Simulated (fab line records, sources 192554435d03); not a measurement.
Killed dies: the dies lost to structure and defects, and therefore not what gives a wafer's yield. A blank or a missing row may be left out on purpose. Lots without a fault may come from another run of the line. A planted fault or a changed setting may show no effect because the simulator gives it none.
2 desks looking at one fault -- flow n5Finfet -- every desk sees just its own numbers, and what lay behind them comes last

THE TOOL OWNER'S DESK: lithoTrack-01
The tool's own readings at N5_FIN_CUT_COAT_18 (time 60 s, resist thk 230 nm): means of the sampled wafers that have a number, for each lot that ran on this tool. Marked OUT: a lot whose mean sits more than 4 standard deviations from the usual mean, which makes it out of limits; the brackets give that distance.
Columns: A = heaterPowerTotalW at N5_FIN_CUT_COAT_18, usual 500.5 W; B = plateTempC at N5_FIN_CUT_COAT_18, usual 250.00 C; C = spinSpeedRpm at N5_FIN_CUT_COAT_18, usual 1499.9 rpm
lot,first seen here,A,B,C
L406,day 2 14:11,502.7,250.20,1501.4
L408,day 3 01:50,499.7,249.98,1500.8
L413,day 4 09:57,842.9 (+99 or more) OUT,268.29 (+91) OUT,1499.7
L416,day 5 05:38,840.8 (+99 or more) OUT,268.19 (+91) OUT,1500.5
L427,day 7 20:15,500.9,250.13,1499.3
This desk's verdict: out of limits on L413, L416, starting with L413 at day 4 09:57 (heaterPowerTotalW at N5_FIN_CUT_COAT_18). In limits: L406, L408, L427.

THE METROLOGY DESK
What the gauges read for every lot (on any tool): the sampled wafers with a number, averaged. Marked OUT: a lot whose mean sits more than 4 standard deviations from the usual mean, which makes it out of limits; the brackets give that distance. Of its 10 readings 7 are shown: those that lie furthest out on some lot.
Columns: A = DIBL_P at N5_BEOL_M4_RC_MEAS_101, usual 35.9 mV/V; B = IOFF_N at N5_BEOL_M4_RC_MEAS_101, usual 0.16 nA/um; C = IOFF_P at N5_BEOL_M4_RC_MEAS_101, usual 0.21 nA/um; D = ION_N at N5_BEOL_M4_RC_MEAS_101, usual 672 uA/um; E = ION_P at N5_BEOL_M4_RC_MEAS_101, usual 461 uA/um; F = VT_N at N5_BEOL_M4_RC_MEAS_101, usual 250 mV; G = VT_P at N5_BEOL_M4_RC_MEAS_101, usual -251 mV
lot,first seen here,A,B,C,D,E,F,G
L404,day 7 19:40,35.3,0.16,0.17,675,459,249,-253
L406,day 7 21:46,33.6,0.12,0.18,669,455,255,-254
L408,day 8 20:38,37.3,0.18,0.24,675,466,249,-247
L413,day 10 02:31,37.2,0.18,0.23,677,461,249,-249
L415,day 10 22:46,37.4,0.17,0.21,680,460,249,-250
L416,day 11 11:02,36.3,0.16,0.21,674,464,250,-249
L419,day 12 13:22,36.8,0.20,0.27,689,475,246,-245
L425,day 12 23:56,35.7,0.14,0.19,671,460,251,-254
L426,day 13 21:09,34.1,0.13,0.20,676,466,251,-252
L427,day 13 23:44,32.6,0.11,0.16,657,457,256,-253
Result from this desk: across the 10 lots, nothing is out of limits.

BROUGHT TOGETHER
On L413, L416, at day 4 09:57, an alarm was possible from the tool owner's desk.
Metrology desk: nothing out of limits seen.
The metrology desk holds a record of L413, L416, inside its limits.
N5_FIN_CUT_COAT_18 was run on lithoTrack-01 by each of the lots named.

WHAT THE SIMULATOR HAD PUT IN
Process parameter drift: lithoTrack-01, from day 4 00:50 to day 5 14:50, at N5_FIN_CUT_COAT_18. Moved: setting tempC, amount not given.
Lots struck among those shown: L413, L416.
Time in hours from fault onset to the first out-of-limits reading at each desk: the tool owner's desk, 9.
